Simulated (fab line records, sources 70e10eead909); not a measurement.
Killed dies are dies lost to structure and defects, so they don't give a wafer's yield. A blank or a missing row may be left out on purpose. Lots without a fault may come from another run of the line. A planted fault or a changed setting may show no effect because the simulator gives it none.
Which tool did it? | flow nand_harc | 12 lots, 36 wafers sampled, at 3 steps of a route of 1159

WHAT THE GAUGES READ, wafer by wafer
NHARC_A_CONTACT_INSPECT_23. Usual: raw_defect_count 415, standard deviation 140.
lot  | measured     | on                | raw_defect_count | flag
L520 | day 17 20:25 | defect_inspect-02 | 510 437 277      |
L523 | day 19 07:29 | defect_inspect-02 | 416 252 332      |
L525 | day 19 14:36 | defect_inspect-02 | 363 328 469      |
L522 | day 19 15:59 | defect_inspect-02 | 330 439 302      |
L527 | day 19 18:25 | defect_inspect-01 | 430 420 457      |
L529 | day 20 01:43 | defect_inspect-01 | 515 503 430      |
L528 | day 21 05:19 | defect_inspect-01 | 296 366 340      |
L534 | day 21 07:07 | defect_inspect-02 | 547 401 348      |
L531 | day 21 14:01 | defect_inspect-01 | 342 333 287      |
L533 | day 21 19:59 | defect_inspect-01 | 661 1089 586     |
L532 | day 21 20:29 | defect_inspect-02 | 294 367 479      |
L539 | day 23 07:02 | defect_inspect-01 | 270 298 271      |

WHICH TOOL RAN EACH LOT (tool, then ch and the chambers of the sampled wafers, then the start)
lot  | NHARC_A_CONTACT_ETCH_88            | NHARC_A_CONTACT_ETCH_110
L520 | rie_diel-10 ch 0,2, day 17 15:39   | rie_diel-10 ch 1,2,3, day 17 18:14
L523 | rie_diel-11 ch 0,2, day 19 01:05   | rie_diel-10 ch 1,3, day 19 04:03
L525 | rie_diel-09 ch 0,2, day 19 08:35   | rie_diel-10 ch 1,2,3, day 19 12:22
L522 | rie_diel-11 ch 0,1, day 19 10:50   | rie_diel-11 ch 0,2,3, day 19 13:51
L527 | rie_diel-11 ch 0,1,2, day 19 12:42 | rie_diel-09 ch 0,2,3, day 19 16:11
L529 | rie_diel-11 ch 0,1,3, day 19 20:20 | rie_diel-10 ch 1,2,3, day 19 22:50
L528 | rie_diel-11 ch 0,1,2, day 20 20:36 | rie_diel-11 ch 0,1, day 20 23:09
L534 | rie_diel-11 ch 0,1,3, day 21 02:12 | rie_diel-10 ch 1,3, day 21 04:42
L531 | rie_diel-10 ch 0,1,2, day 21 05:14 | rie_diel-11 ch 0,3, day 21 08:10
L533 | rie_diel-11 ch 1,2, day 21 10:40   | rie_diel-11 ch 0,2, day 21 13:23
L532 | rie_diel-11 ch 0,1,2, day 21 12:34 | rie_diel-09 ch 1,2, day 21 15:09
L539 | rie_diel-10 ch 0,2,3, day 22 22:15 | rie_diel-11 ch 0,2,3, day 23 01:09
- NHARC_A_CONTACT_ETCH_88: etches the open film in CF4, target depth 39 nm, time 65 s.
- NHARC_A_CONTACT_ETCH_110: etches the open film in CF4/O2, target depth 50 nm, overetch 5 nm, time 27.5 s.

WHAT THE TOOLS THEMSELVES READ (means of the sampled wafers that have a number; where no wafer has one, the mark that the record gives instead)
NHARC_A_CONTACT_ETCH_88. Usual: chamber_pressure_mTorr 50.00 mTorr, standard deviation 0.048; drypump_motor_current_A 5.5 A, standard deviation 0.34; oes_product_au 1.000 a.u., standard deviation 0.0082; rf_vpp_V 150.7 V, standard deviation 1.3; showerhead_plenum_p_Torr 1.72 Torr, standard deviation 0.085; throttle_valve_pct 13.282 %, standard deviation 0.0094.
lot  | tool        | chamber_pressure_mTorr (mTorr) | drypump_motor_current_A (A) | oes_product_au (a.u.) | rf_vpp_V (V) | showerhead_plenum_p_Torr (Torr) | throttle_valve_pct (%) | flag
L520 | rie_diel-10 | 50.04                          | 5.6                         | 1.008                 | 149.9        | 1.69                            | 13.281                 |
L523 | rie_diel-11 | 50.02                          | 5.4                         | 0.992                 | 150.8        | 1.77                            | 13.279                 |
L525 | rie_diel-09 | 50.00                          | 5.7                         | 1.015                 | 152.6        | 1.86                            | 13.278                 |
L522 | rie_diel-11 | 49.99                          | 5.3                         | 1.007                 | 150.7        | 1.76                            | 13.280                 |
L527 | rie_diel-11 | 49.98                          | 5.6                         | 0.997                 | 149.9        | 1.71                            | 13.290                 |
L529 | rie_diel-11 | 49.95                          | 5.3                         | 1.000                 | 150.6        | 1.70                            | 13.288                 |
L528 | rie_diel-11 | 50.02                          | 5.5                         | 1.002                 | 150.6        | 1.70                            | 13.286                 |
L534 | rie_diel-11 | 50.00                          | 5.4                         | 0.999                 | 149.3        | 1.70                            | 13.295                 |
L531 | rie_diel-10 | 49.98                          | 5.5                         | 1.008                 | 151.5        | 1.74                            | 13.277                 |
L533 | rie_diel-11 | 49.99                          | 5.8                         | 1.001                 | 149.7        | 1.65                            | 13.289                 |
L532 | rie_diel-11 | 49.94                          | 5.6                         | 0.991                 | 150.6        | 1.70                            | 13.283                 |
L539 | rie_diel-10 | 50.00                          | 5.5                         | 1.004                 | 151.6        | 1.73                            | 13.284                 |

NHARC_A_CONTACT_ETCH_110. Usual: chamber_pressure_mTorr 29.999 mTorr, standard deviation 0.029; drypump_motor_current_A 5.5 A, standard deviation 0.36; oes_product_au 1.001 a.u., standard deviation 0.0086; rf_vpp_V 197.3 V, standard deviation 1.7; showerhead_plenum_p_Torr 1.31 Torr, standard deviation 0.066; throttle_valve_pct 13.397 %, standard deviation 0.0095.
lot  | tool        | chamber_pressure_mTorr (mTorr) | drypump_motor_current_A (A) | oes_product_au (a.u.) | rf_vpp_V (V) | showerhead_plenum_p_Torr (Torr) | throttle_valve_pct (%) | flag
L520 | rie_diel-10 | 29.991                         | 5.5                         | 1.007                 | 197.1        | 1.32                            | 13.397                 |
L523 | rie_diel-10 | 29.988                         | 5.4                         | 1.014                 | 199.0        | 1.37                            | 13.393                 |
L525 | rie_diel-10 | 29.994                         | 5.5                         | 1.009                 | 197.1        | 1.32                            | 13.404                 |
L522 | rie_diel-11 | 29.999                         | 5.4                         | 1.001                 | 197.2        | 1.29                            | 13.404                 |
L527 | rie_diel-09 | 29.969                         | 5.7                         | 0.998                 | 198.7        | 1.38                            | 13.407                 |
L529 | rie_diel-10 | 30.005                         | 5.5                         | 1.001                 | 197.6        | 1.32                            | 13.390                 |
L528 | rie_diel-11 | 30.020                         | 5.4                         | 0.997                 | 197.9        | 1.32                            | 13.398                 |
L534 | rie_diel-10 | 29.962                         | 5.4                         | 1.001                 | 198.6        | 1.36                            | 13.399                 |
L531 | rie_diel-11 | 30.008                         | 5.2                         | 1.007                 | 196.3        | 1.28                            | 13.395                 |
L533 | rie_diel-11 | 29.986                         | 5.4                         | 0.995                 | 197.9        | 1.33                            | 13.400                 |
L532 | rie_diel-09 | 29.995                         | 5.9                         | 0.993                 | 197.7        | 1.33                            | 13.403                 |
L539 | rie_diel-11 | 30.028                         | 5.4                         | 0.995                 | 196.2        | 1.28                            | 13.405                 |

THE ANSWER, worked out from the rows above alone
Rule: a lot is off if the mean of its wafers that have a number lies more than 3 standard deviations from the usual mean. A lot without any number at a reading at which 4 lots or more have one is off too. The other lots that the step has rows for count as sound. The gauges are gone through in route order, then the tools' own readings, and for those a lot's mean is taken as printed above. The first step at which some lot is off is used, and at that step the reading that is off furthest; a lot without a number counts as furthest.
No lot is off at any reading shown: from this, nothing can be told.

WHAT THE SIMULATOR HAD PUT IN
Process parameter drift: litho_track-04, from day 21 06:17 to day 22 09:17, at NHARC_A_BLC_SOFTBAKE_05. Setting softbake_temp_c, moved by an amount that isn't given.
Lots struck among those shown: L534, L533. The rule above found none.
